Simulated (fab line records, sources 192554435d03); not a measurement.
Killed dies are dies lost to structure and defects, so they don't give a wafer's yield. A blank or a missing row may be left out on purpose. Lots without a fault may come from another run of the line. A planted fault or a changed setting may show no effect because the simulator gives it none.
Chamber matching | flow n5_finfet | N5_FIN_SAQP_STRIP_77 on rie_diel-06: 4 sister chambers
The step strips in N2/H2, time 90 s. 4 wafers are shown with their chamber, then 8 later ones without.

WAFERS WITH THEIR CHAMBER
wafer  | chamber | drypump_motor_current_A (A)
L084.6 | 0       | 6.9
L090.1 | 2       | 6.0
L090.3 | 1       | 5.7
L092.1 | 3       | 4.9

WAFERS WITHOUT THEIR CHAMBER
wafer  | drypump_motor_current_A (A)
L092.4 | 6.8
L092.6 | 4.9
L093.1 | 6.9
L093.4 | 4.9
L093.5 | 5.8
L095.1 | 4.9
L095.3 | 6.8
L095.4 | 5.7

WHICH CHAMBER EACH WENT THROUGH
wafer  | from the rows above     | in truth
L092.4 | 0                       | 0
L092.6 | 3                       | 3
L093.1 | 0                       | 0
L093.4 | 3                       | 3
L093.5 | can't be placed: 1 or 2 | 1
L095.1 | 3                       | 3
L095.3 | 0                       | 0
L095.4 | 1                       | 1
Placed correctly: 7 of 8. Can't be placed from these rows: 1 (the true chamber is among the candidates in 1). Placed wrongly: 0.
How it was worked out, from the rows above alone: a wafer's distance from a chamber is the root of the sum, over the readings, of the square of ((its reading less the chamber's mean) divided by the reading's scatter). The wafer belongs to the nearest chamber; if the next one is less than 2 further off, it can't be placed. A chamber's mean is the mean of its shown wafers. The scatter: with one shown wafer a chamber, the root of the mean of the squares of how far each hidden wafer lies from its nearest shown one.
